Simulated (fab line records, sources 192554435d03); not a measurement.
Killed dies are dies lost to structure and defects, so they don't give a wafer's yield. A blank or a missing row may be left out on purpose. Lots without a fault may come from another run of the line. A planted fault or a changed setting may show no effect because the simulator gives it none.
fab line records | flow n5_finfet | part 1 of 2: steps 1 to 27 of 33
record lots=5 wafers=15 last_day=17
route steps=1938 shown WELL_APT@41 PMOS_HMC_CHANNEL_EPI@57
lots that met no fault: from a run of the same line without faults
start_h: hours from the record's first day to the start of the lot's first wafer shown | wait_h: hours since the lot's step before | " the same as in the row above | L1.1+2: a row that stands for several wafers | - no value, or no start given | * or withheld: withheld | < > ~ a bound
route shown NAME@n: a module of which the file shows steps, and the number in the route of the first | usual: mean/standard deviation of fault-free wafers | same: alike in all rows | chamber/n: place in a boat | sites: the reading at each site | _std_site: their standard deviation | _edge_site: outer sites' mean less inner sites' | radius_mm: how far each site lies from the wafer's centre | mask NAME#n: copy n | behind: the tool/chamber that last shaped the wafer | hold: why the lot was held/for how many hours/how that ended | device: the transistor (n, p or np) that didn't switch | end of line: the same wafers' tests at the end of the route | a step without rows: its recipe alone | killed: dies lost to structure and defects at the first sort, not the wafer's yield | map: a wafer's dies, x killed, . not, _ none there
set.NAME: the setting as run; set.NAME@STEP: as run at that earlier step | model.NAME: the simulator's own value behind a step, which no gauge read
lots at some steps of the route; a table a step, a row a wafer
services: from which hour (start_h, from the record's first day; less than 0 if before it) a tool's chamber was out of use, for how many hours, and why
## steps
# step N5_WELL_APT_DEVELOP_24
# recipe develop_time_s=45 rinse_liquid=surfactant_rinse dry=air_spin dev_temp_c=21
# columns lot.wafer tool chamber start_h wait_h
L078.2+4+6 litho_track-02 0 - -
L084.4+5+6 litho_track-02 0 - -
L085.1+5+6 litho_track-01 0 - -
L091.1+3+4 litho_track-02 0 - -
L094.3+4+5 litho_track-04 0 - -
# step N5_WELL_APT_HARDBAKE_29
# recipe temp_c=130 time_s=120
# columns lot.wafer tool chamber start_h wait_h
L078.2+4+6 litho_track-02 0 - -
L084.4+5+6 litho_track-02 0 - -
L085.1+5+6 litho_track-01 0 - -
L091.1+3+4 litho_track-02 0 - -
L094.3+4+5 litho_track-04 0 - -
# step N5_WELL_APT_CD_MEAS_25
# recipe target_cd_nm=200 landing_energy_ev=500 detector=se_inlens
# usual cd_nm=200.3/1.4
# columns lot.wafer tool chamber start_h wait_h cd_nm
L078.2 cd_sem-01 0 38.91 - 200.3
L078.4 " 0 " " 198.4
L078.6 " 0 " " 198.6
L084.4 cd_sem-02 0 74.98 - 199.4
L084.5 " 0 " " 201.2
L084.6 " 0 " " 199.0
L085.1 cd_sem-03 0 81.31 - 201.9
L085.5 " 0 " " 200.6
L085.6 " 0 " " 199.6
L091.1 cd_sem-01 0 116.88 - 198.0
L091.3 " 0 " " 198.6
L091.4 " 0 " " 200.1
L094.3 cd_sem-01 0 135.06 - 203.1
L094.4 " 0 " " 202.8
L094.5 " 0 " " 200.0
# step N5_WELL_APT_OVL_MEAS_26
# recipe points_per_wafer=44
# usual PWELL_OVL=4/5.3
# columns lot.wafer tool chamber start_h wait_h PWELL_OVL[nm]
L078.2 overlay-01 0 38.94 0.0 2
L078.4 " 0 " " -7
L078.6 " 0 " " -3
L084.4 overlay-01 0 75.01 0.0 1
L084.5 " 0 " " 3
L084.6 " 0 " " 6
L085.1 overlay-01 0 81.34 0.0 -5
L085.5 " 0 " " 2
L085.6 " 0 " " -8
L091.1 overlay-02 0 116.91 0.0 2
L091.3 " 0 " " 6
L091.4 " 0 " " 1
L094.3 overlay-02 0 135.09 0.0 1
L094.4 " 0 " " -3
L094.5 " 0 " " -6
# step N5_WELL_APT_INSPECT_27
# recipe mode=adi inspect_instrument=macro
# usual raw_defect_count=1.9/1.3
# columns lot.wafer tool chamber start_h wait_h raw_defect_count
L078.2 defect_inspect-02 - 38.97 0.0 1
L078.4 " - " " 1
L078.6 " - " " 2
L084.4 defect_inspect-02 - 75.03 0.0 1
L084.5 " - " " 2
L084.6 " - " " 1
L085.1 defect_inspect-02 - 81.36 0.0 3
L085.5 " - " " 1
L085.6 " - " " 1
L091.1 defect_inspect-02 - 116.94 0.0 4
L091.3 " - " " 3
L091.4 " - " " 4
L094.3 defect_inspect-01 - 135.11 0.0 1
L094.4 " - " " 1
L094.5 " - " " 5
# step N5_WELL_APT_DESCUM_30
# recipe chemistry=O2 time_s=7.9 source_power_w=50 bias_power_w=20 pressure_mtorr=20 rf_frequency_hz=2.712e+07 temp_c=40 o2_flow_sccm=225
# usual drypump_motor_current_A=5.6/0.48 oes_product_au=0.80/0.1 rf_fwd_power_W=49.70/0.2 rf_vpp_V=243.2/1.1 showerhead_plenum_p_Torr=2.10/0.051 throttle_valve_pct=20.38/0.27
# columns lot.wafer tool chamber start_h wait_h drypump_motor_current_A oes_product_au rf_fwd_power_W rf_hours_counter_h rf_vpp_V showerhead_plenum_p_Torr throttle_valve_pct
L078.2 rie_diel-06 1 39.04 0.1 5.3 0.70 49.58 227 243.5 2.16 20.79
L078.4 " 3 " " 5.0 0.75 49.98 174 243.0 2.09 20.53
L078.6 " 3 " " 5.0 0.74 49.99 - 244.4 2.08 20.53
L084.4 rie_diel-06 3 75.06 0.0 5.0 0.74 49.86 186 243.6 2.08 20.53
L084.5 " 0 " " 5.8 0.75 49.67 - 242.0 2.08 20.25
L084.6 " 1 " " 5.3 0.68 49.75 - 242.9 2.15 20.81
L085.1 rie_diel-02 2 81.40 0.0 5.0 0.82 49.67 69 242.9 2.12 20.53
L085.5 " 3 " " 5.9 0.97 49.71 - 245.1 2.23 20.11
L085.6 " 0 " " 5.0 0.67 49.43 - 239.8 1.98 20.62
L091.1 rie_diel-06 2 116.97 0.0 6.1 0.88 49.95 20 241.4 2.05 20.33
L091.3 " 3 " " 5.0 0.72 49.60 202 242.2 2.08 20.55
L091.4 " 3 " " 5.0 0.72 49.56 - 241.4 2.08 20.55
L094.3 rie_diel-06 1 135.18 0.1 5.3 0.95 49.70 3 243.3 2.15 20.42
L094.4 " 3 " " 5.0 0.72 49.91 209 242.9 2.07 20.57
L094.5 " 0 " " 5.8 0.72 49.40 - 242.7 2.07 20.29
# step N5_WELL_APT_IMPLANT_31
# recipe species=B energy_kev=60 dose_cm2=1.5e+13 tilt_deg=0 rotation_deg=0
# usual beam_on_s=10.00/0.2 tilt_deg=0.000/0.022
# columns lot.wafer tool chamber start_h wait_h beam_on_s tilt_deg
L078.2 implanter-02 0 39.17 0.1 9.79 0.017
L078.4 " 0 " " 10.13 -0.001
L078.6 " 0 " " 9.97 0.034
L084.4 implanter-02 0 75.25 0.2 10.15 0.030
L084.5 " 0 " " 9.70 0.010
L084.6 " 0 " " 9.84 0.030
L085.1 implanter-01 0 81.50 0.1 10.14 -0.024
L085.5 " 0 " " 10.06 0.006
L085.6 " 0 " " 9.91 -0.004
L091.1 implanter-01 0 117.07 0.1 9.71 -0.028
L091.3 " 0 " " 10.06 -0.031
L091.4 " 0 " " 10.11 -0.014
L094.3 implanter-01 0 135.34 0.1 10.17 -0.001
L094.4 " 0 " " 9.56 0.006
L094.5 " 0 " " 9.89 -0.015
# step N5_WELL_APT_IMPLANT_32
# recipe species=BF2 energy_kev=50 dose_cm2=2e+13 tilt_deg=0 rotation_deg=0
# usual beam_on_s=10.02/0.18 tilt_deg=0.005/0.018
# columns lot.wafer tool chamber start_h wait_h beam_on_s tilt_deg
L078.2 implanter-02 0 39.35 0.1 9.78 0.028
L078.4 " 0 " " 10.02 0.001
L078.6 " 0 " " 9.86 0.006
L084.4 implanter-02 0 75.43 0.1 10.32 0.000
L084.5 " 0 " " 10.40 -0.003
L084.6 " 0 " " 10.12 -0.001
L085.1 implanter-01 0 81.68 0.1 9.92 0.015
L085.5 " 0 " " 10.00 0.012
L085.6 " 0 " " 9.82 0.036
L091.1 implanter-01 0 117.25 0.1 9.96 0.001
L091.3 " 0 " " 9.96 0.033
L091.4 " 0 " " 10.14 0.017
L094.3 implanter-01 0 135.52 0.1 9.83 0.011
L094.4 " 0 " " 9.86 -0.006
L094.5 " 0 " " 9.77 0.000
# step N5_WELL_APT_STRIP_33
# recipe chemistry=SPM time_s=900 temp_c=130 h2so4_h2o2_vol_ratio=4 dry=ipa_marangoni
# columns lot.wafer tool chamber start_h wait_h
L078.2+4+6 wet_bench-01 1,2,0 39.54 0.2
L084.4+5+6 wet_bench-05 3,7,1 75.56 0.1
L085.1+5+6 wet_bench-05 5,6,0 81.88 0.2
L091.1+3+4 wet_bench-06 4,3,0 117.46 0.2
L094.3+4+5 wet_bench-05 2,6,5 135.67 0.1
# step N5_WELL_APT_RTA_34
# recipe temp_c=1000 time_s=10 ambient=N2 idle_temp_c=600 ramp_up_c_per_s=150 ramp_down_c_per_s=60 cool_to_c=600
# usual lamp_power_pct=13.00/0.05 wafer_temp_C_max=1003.5/1
# columns lot.wafer tool chamber start_h wait_h lamp_power_pct wafer_temp_C_max
L078.2 rtp_anneal-02 0 39.84 0.0 13.07 1002.9
L078.4 " 0 " " 13.06 1003.0
L078.6 " 0 " " 13.01 1003.0
L084.4 rtp_anneal-02 0 76.10 0.3 13.06 1003.0
L084.5 " 0 " " 13.02 1002.7
L084.6 " 0 " " 13.01 1005.3
L085.1 rtp_anneal-02 0 82.21 0.1 12.93 1002.7
L085.5 " 0 " " 13.08 1002.7
L085.6 " 0 " " 13.04 1002.6
L091.1 rtp_anneal-02 0 117.92 0.2 13.02 1004.5
L091.3 " 0 " " 13.04 1003.6
L091.4 " 0 " " 13.01 1003.8
L094.3 rtp_anneal-02 0 136.01 0.1 12.92 1005.0
L094.4 " 0 " " 12.97 1004.1
L094.5 " 0 " " 12.92 1004.8
# step N5_WELL_APT_OXIDE_STRIP_42
# recipe chemistry=dHF dilution=25:1 time_s=45 temp_c=25 target=SiO2 target_depth_a=120
# columns lot.wafer tool chamber start_h wait_h
L078.2+4+6 wet_bench-05 4,6,2 39.96 0.1
L084.4+5+6 wet_bench-06 0,4,3 76.18 0.1
L085.1+5+6 wet_bench-01 5,3,0 82.49 0.3
L091.1+3+4 wet_bench-06 4,3,2 118.07 0.1
L094.3+4+5 wet_bench-01 2,4,5 136.12 0.1
# step N5_WELL_APT_PRECLEAN_36
# recipe chemistry=O3/DIW time_s=45 temp_c=22 o3_ppm=10
# columns lot.wafer tool chamber start_h wait_h
L078.2+4+6 wet_bench-05 4,6,2 39.98 0.0
L084.4+5+6 wet_bench-06 0,4,3 76.20 0.0
L085.1+5+6 wet_bench-01 5,3,0 82.50 0.0
L091.1+3+4 wet_bench-06 4,3,2 118.08 0.0
L094.3+4+5 wet_bench-01 2,4,5 136.13 0.0
# step N5_WELL_APT_PRECLEAN_39
# recipe chemistry=dHF time_s=60 dilution=150:1 temp_c=25
# columns lot.wafer tool chamber start_h wait_h
L078.2+4+6 wet_bench-05 4,6,2 39.99 0.0
L084.4+5+6 wet_bench-06 0,4,3 76.21 0.0
L085.1+5+6 wet_bench-01 5,3,0 82.51 0.0
L091.1+3+4 wet_bench-06 4,3,2 118.10 0.0
L094.3+4+5 wet_bench-01 2,4,5 136.15 0.0
# step N5_WELL_APT_SRD_37
# recipe dry=ipa_marangoni do_ppb=5 time_s=30 temp_c=23 rinse_liquid=diw
# columns lot.wafer tool chamber start_h wait_h
L078.2+4+6 wet_bench-05 4,6,2 40.01 0.0
L084.4+5+6 wet_bench-06 0,4,3 76.22 0.0
L085.1+5+6 wet_bench-01 5,3,0 82.53 0.0
L091.1+3+4 wet_bench-06 4,3,2 118.11 0.0
L094.3+4+5 wet_bench-01 2,4,5 136.17 0.0
# step N5_WELL_APT_EPI_41
# recipe material=Si target_thk_a=500 temp_c=650 precursor=SiH4/H2 pressure_torr=20 time_s=297.7
# usual throttle_valve_pct=11.28/0.27
# columns lot.wafer tool chamber start_h wait_h throttle_valve_pct
L078.2 epi_rpcvd-04 0 40.20 0.2 11.54
L078.4 " 0 " " 11.61
L078.6 " 0 " " 11.34
L084.4 epi_rpcvd-02 0 76.57 0.3 10.72
L084.5 " 0 " " 10.64
L084.6 " 0 " " 10.81
L085.1 epi_rpcvd-04 0 82.58 0.0 11.35
L085.5 " 0 " " 11.58
L085.6 " 0 " " 11.44
L091.1 epi_rpcvd-04 0 118.16 0.0 11.48
L091.3 " 0 " " 11.23
L091.4 " 0 " " 11.54
L094.3 epi_rpcvd-01 0 136.48 0.3 11.29
L094.4 " 0 " " 11.33
L094.5 " 0 " " 11.40
# step N5_WELL_APT_INSPECT_38
# recipe inspect_instrument=darkfield mode=post_epi
# usual raw_defect_count=14/5.3
# columns lot.wafer tool chamber start_h wait_h raw_defect_count
L078.2 defect_inspect-02 - 40.90 0.6 21
L078.4 " - " " 15
L078.6 " - " " 14
L084.4 defect_inspect-02 - 76.91 0.2 5
L084.5 " - " " 8
L084.6 " - " " 15
L085.1 defect_inspect-02 - 83.41 0.7 12
L085.5 " - " " 8
L085.6 " - " " 11
L091.1 defect_inspect-01 - 118.80 0.5 8
L091.3 " - " " 8
L091.4 " - " " 11
L094.3 defect_inspect-02 - 137.05 0.4 29
L094.4 " - " " 14
L094.5 " - " " 7
# step N5_PMOS_HMC_CHANNEL_EPI_HM_DEP_34
# recipe material=SiO2 target_thk_a=360 temp_c=400 precursor=TEOS/O2 pressure_torr=6.5 rf_w=900 teos_flow_sccm=161.4 gas=O2 flow_sccm=2650 time_s=6.9
# usual heater_power_outer_w=332/42 heater_power_w=587/77 rf_fwd_power_W=887/3.3 showerhead_plenum_p_Torr=8.35/0.035 showerhead_vpp_V=1914/110 throttle_valve_pct=18.4/0.62
# columns lot.wafer tool chamber start_h wait_h heater_power_outer_w heater_power_w rf_fwd_power_W showerhead_plenum_p_Torr showerhead_vpp_V throttle_valve_pct
L078.2 pecvd-01 2 40.94 0.0 341 677 887 8.37 1671 18.2
L078.4 " 1 " " 332 647 889 8.33 1967 18.6
L078.6 " 2 " " 335 692 885 8.34 1708 18.4
L084.4 pecvd-03 1 76.96 0.0 279 449 889 8.36 2052 18.3
L084.5 " 2 " " 335 593 882 8.39 1821 18.1
L084.6 " 0 " " 261 435 890 8.30 1974 19.3
L085.1 pecvd-01 1 83.45 0.0 355 680 887 8.33 1994 18.8
L085.5 " 2 " " 271 596 886 8.33 1716 16.9
L085.6 " 1 " " 365 689 883 8.35 2001 18.6
L091.1 pecvd-01 0 118.84 0.0 346 592 891 8.35 1826 18.2
L091.3 " 1 " " 371 718 885 8.33 1978 18.5
L091.4 " 0 " " 348 584 891 8.34 1850 18.2
L094.3 pecvd-01 1 137.09 0.0 357 665 884 8.34 1990 18.8
L094.4 " 1 " " 350 664 886 8.32 1981 18.5
L094.5 " 2 " " 329 662 892 8.35 1681 17.2
# step N5_PMOS_HMC_CHANNEL_EPI_COAT_31
# recipe resist=BARC temp_c=205 time_s=60 spin_rpm=1500 resist_thk_nm=66
# columns lot.wafer tool chamber start_h wait_h
L078.2+4+6 litho_track-03 0 40.99 0.0
L084.4+5+6 litho_track-03 0 77.01 0.0
L085.1+5+6 litho_track-05 0 83.52 0.1
L091.1+3+4 litho_track-01 0 118.89 0.0
L094.3+4+5 litho_track-03 0 137.14 0.0
# step N5_PMOS_HMC_CHANNEL_EPI_COAT_03
# recipe resist=CAR-ArF-block spin_rpm=1500 resist_thk_nm=205
# columns lot.wafer tool chamber start_h wait_h
L078.2+4+6 litho_track-03 0 - -
L084.4+5+6 litho_track-03 0 - -
L085.1+5+6 litho_track-05 0 - -
L091.1+3+4 litho_track-01 0 - -
L094.3+4+5 litho_track-03 0 - -
# step N5_PMOS_HMC_CHANNEL_EPI_EBR_05
# recipe solvent=PGMEA ebr_width_mm=1.5
# same ebr_width_mm=1.5
# columns lot.wafer tool chamber start_h wait_h
L078.2+4+6 litho_track-03 0 - -
L084.4+5+6 litho_track-03 0 - -
L085.1+5+6 litho_track-05 0 - -
L091.1+3+4 litho_track-01 0 - -
L094.3+4+5 litho_track-03 0 - -
# step N5_PMOS_HMC_CHANNEL_EPI_SOFTBAKE_04
# recipe temp_c=110 time_s=60 resist=CAR-ArF-block
# columns lot.wafer tool chamber start_h wait_h
L078.2+4+6 litho_track-03 0 - -
L084.4+5+6 litho_track-03 0 - -
L085.1+5+6 litho_track-05 0 - -
L091.1+3+4 litho_track-01 0 - -
L094.3+4+5 litho_track-03 0 - -
# step N5_PMOS_HMC_CHANNEL_EPI_EXPOSE_06
# recipe mask_id=PMOS_HMC_BLK na=1.35 source_shape=conventional sigma_outer=0.8 polarization=unpolarized target_cd_nm=240 dose_mj=41
# usual exposure_dose_mJ_cm2=41.10/0.17
# same sigma_outer=0.8
# columns lot.wafer tool chamber start_h wait_h mask exposure_dose_mJ_cm2
L078.2 arfi_scanner-01 0 41.22 - PMOS_HMC_BLK#0 40.97
L078.4 " 0 " " PMOS_HMC_BLK#0 40.99
L078.6 " 0 " " PMOS_HMC_BLK#0 40.99
L084.4 arfi_scanner-03 0 77.12 - PMOS_HMC_BLK#0 41.36
L084.5 " 0 " " PMOS_HMC_BLK#0 41.31
L084.6 " 0 " " PMOS_HMC_BLK#0 41.32
L085.1 arfi_scanner-03 0 83.62 - PMOS_HMC_BLK#0 41.34
L085.5 " 0 " " PMOS_HMC_BLK#0 41.33
L085.6 " 0 " " PMOS_HMC_BLK#0 41.36
L091.1 arfi_scanner-02 0 119.11 - PMOS_HMC_BLK#0 40.97
L091.3 " 0 " " PMOS_HMC_BLK#0 40.88
L091.4 " 0 " " PMOS_HMC_BLK#0 40.93
L094.3 arfi_scanner-01 0 137.38 - PMOS_HMC_BLK#0 40.99
L094.4 " 0 " " PMOS_HMC_BLK#0 40.97
L094.5 " 0 " " PMOS_HMC_BLK#0 40.97
# step N5_PMOS_HMC_CHANNEL_EPI_PEB_07
# recipe peb_temp_c=110 peb_time_s=60 resist=CAR-ArF-block
# columns lot.wafer tool chamber start_h wait_h
L078.2+4+6 litho_track-05 0 41.27 0.0
L084.4+5+6 litho_track-05 0 77.16 0.0
L085.1+5+6 litho_track-05 0 83.68 0.1
L091.1+3+4 litho_track-05 0 119.17 0.1
L094.3+4+5 litho_track-05 0 137.43 0.0
# step N5_PMOS_HMC_CHANNEL_EPI_DEVELOP_08
# recipe develop_time_s=30 developer=TMAH resist=CAR-ArF-block dev_temp_c=23 rinse_liquid=diw dry=air_spin
# columns lot.wafer tool chamber start_h wait_h
L078.2+4+6 litho_track-05 0 - -
L084.4+5+6 litho_track-05 0 - -
L085.1+5+6 litho_track-05 0 - -
L091.1+3+4 litho_track-05 0 - -
L094.3+4+5 litho_track-05 0 - -
# step N5_PMOS_HMC_CHANNEL_EPI_CD_MEAS_09
# recipe target_cd_nm=237.4 landing_energy_ev=500 detector=se_inlens
# usual cd_nm=237.7/0.99
# columns lot.wafer tool chamber start_h wait_h cd_nm
L078.2 cd_sem-02 0 41.34 - 237.7
L078.4 " 0 " " 236.9
L078.6 " 0 " " 237.6
L084.4 cd_sem-01 0 77.23 - 236.1
L084.5 " 0 " " 237.2
L084.6 " 0 " " 236.7
L085.1 cd_sem-01 0 83.74 - 239.3
L085.5 " 0 " " 237.2
L085.6 " 0 " " 237.7
L091.1 cd_sem-02 0 119.24 - 239.3
L091.3 " 0 " " 238.3
L091.4 " 0 " " 237.6
L094.3 cd_sem-02 0 137.49 - 238.4
L094.4 " 0 " " 237.7
L094.5 " 0 " " 236.5
# step N5_PMOS_HMC_CHANNEL_EPI_OVL_MEAS_10
# recipe points_per_wafer=44
# usual PMOS_HMC_BLK_OVL=0.0/0.71
# columns lot.wafer tool chamber start_h wait_h PMOS_HMC_BLK_OVL[nm]
L078.2 overlay-01 0 41.37 0.0 -1.2
L078.4 " 0 " " -0.4
L078.6 " 0 " " -0.1
L084.4 overlay-01 0 77.26 0.0 0.0
L084.5 " 0 " " 0.0
L084.6 " 0 " " -0.1
L085.1 overlay-02 0 83.77 0.0 -0.9
L085.5 " 0 " " -0.7
L085.6 " 0 " " -0.6
L091.1 overlay-02 0 119.27 0.0 -0.2
L091.3 " 0 " " 0.3
L091.4 " 0 " " 0.0
L094.3 overlay-02 0 137.52 0.0 -1.7
L094.4 " 0 " " -1.1
L094.5 " 0 " " -1.6
# step N5_PMOS_HMC_CHANNEL_EPI_INSPECT_11
# recipe mode=adi inspect_instrument=macro
# usual raw_defect_count=2.0/1.4
# columns lot.wafer tool chamber start_h wait_h raw_defect_count
L078.2 defect_inspect-01 - 41.39 0.0 1
L078.4 " - " " 2
L078.6 " - " " 2
L084.4 defect_inspect-01 - 77.28 0.0 1
L084.5 " - " " 0
L084.6 " - " " 1
L085.1 defect_inspect-01 - 83.80 0.0 1
L085.5 " - " " 1
L085.6 " - " " 2
L091.1 defect_inspect-01 - 119.29 0.0 1
L091.3 " - " " 2
L091.4 " - " " 2
L094.3 defect_inspect-01 - 137.55 0.0 1
L094.4 " - " " 2
L094.5 " - " " 3
